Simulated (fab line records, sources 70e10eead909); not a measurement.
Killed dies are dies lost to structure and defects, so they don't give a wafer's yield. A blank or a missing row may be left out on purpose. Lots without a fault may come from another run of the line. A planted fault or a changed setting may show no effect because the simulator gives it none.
One fault seen from 3 desks | flow nand_harc | each desk has only its own numbers; what lay behind them comes last

THE TOOL OWNER'S DESK: lpcvd-01
The tool's own readings at NHARC_P_STI_HM_DEP_30 (deposits Si3N4, target thk 80 nm, time 873 s): means of the sampled wafers that have a number, for each lot that ran on this tool. A lot is out of limits, marked OUT, if its mean lies more than 4 standard deviations from the usual mean; the brackets give that distance.
Columns: A = spike_tc_bottom_C at NHARC_P_STI_HM_DEP_30, usual 807.8 C
lot  | first seen here | A
L295 | day 3 11:35     | 807.6
L303 | day 6 21:37     | 807.7
L305 | day 8 07:28     | 807.9
L306 | day 8 07:28     | 808.8
L307 | day 8 07:28     | 807.2
L312 | day 10 16:19    | 808.4
L313 | day 11 03:16    | 810.0
L316 | day 12 04:04    | 806.9
This desk's finding: nothing out of limits on any of the 8 lots.

THE DEFECT DESK
What the inspections along the route counted, lot by lot: means of the sampled wafers that have a number. A lot is out of limits, marked OUT, if its mean lies more than 4 standard deviations from the usual mean; the brackets give that distance.
Columns: A = raw_defect_count at NHARC_P_STI_INSPECT_11, usual 5.4
lot  | first seen here | A
L293 | day 2 19:15     | 1.7
L294 | day 3 05:27     | 4.7
L295 | day 3 17:27     | 4.3
L296 | day 4 01:53     | 5.0
L298 | day 4 22:34     | 4.3
L303 | day 7 01:51     | 961.0 (+99 or more) OUT
L305 | day 8 11:44     | 930.0 (+99 or more) OUT
L306 | day 8 11:54     | 8.3
L307 | day 8 12:04     | 6.7
L312 | day 10 20:36    | 4.7
L313 | day 11 09:11    | 4.0
L314 | day 11 17:32    | 6.3
L316 | day 12 08:05    | 6.0
This desk's finding: out of limits on L303, L305; first on L303, day 7 01:51 (raw_defect_count at NHARC_P_STI_INSPECT_11). In limits: L293, L294, L295, L296, L298, L306, L307, L312, L313, L314, L316.

THE METROLOGY DESK
What the gauges read, lot by lot, whatever tool the lot ran on: means of the sampled wafers that have a number. A lot is out of limits, marked OUT, if its mean lies more than 4 standard deviations from the usual mean; the brackets give that distance.
Columns: A = cd_nm at NHARC_P_STI_CD_MEAS_16, usual 199.5 nm
lot  | first seen here | A
L293 | day 2 19:50     | 198.5
L294 | day 3 06:02     | 199.1
L295 | day 3 18:02     | 199.2
L296 | day 4 02:28     | 199.2
L298 | day 4 23:07     | 198.1
L306 | day 8 12:28     | 200.8
L307 | day 8 12:38     | 202.3
L312 | day 10 21:10    | 196.6
L313 | day 11 09:47    | 201.0
L314 | day 11 18:07    | 197.4
L316 | day 12 08:40    | 200.2
This desk's finding: nothing out of limits on any of the 11 lots.

PUT TOGETHER
The defect desk could have raised an alarm at day 7 01:51, on L303, L305.
The tool owner's desk saw nothing out of limits.
The metrology desk saw nothing out of limits.
The tool owner's desk has L303, L305 on record, within its limits.
The metrology desk has no number on record for L303, L305.
Of the lots named, all ran NHARC_P_STI_HM_DEP_30 on lpcvd-01.

WHAT THE SIMULATOR HAD PUT IN
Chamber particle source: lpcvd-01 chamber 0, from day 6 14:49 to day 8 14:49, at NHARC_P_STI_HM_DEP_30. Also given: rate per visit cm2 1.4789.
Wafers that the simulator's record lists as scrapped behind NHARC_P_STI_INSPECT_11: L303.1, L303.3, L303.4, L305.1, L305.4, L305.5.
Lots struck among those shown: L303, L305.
Hours from the fault's start to each desk's first reading out of limits: the defect desk, 11.
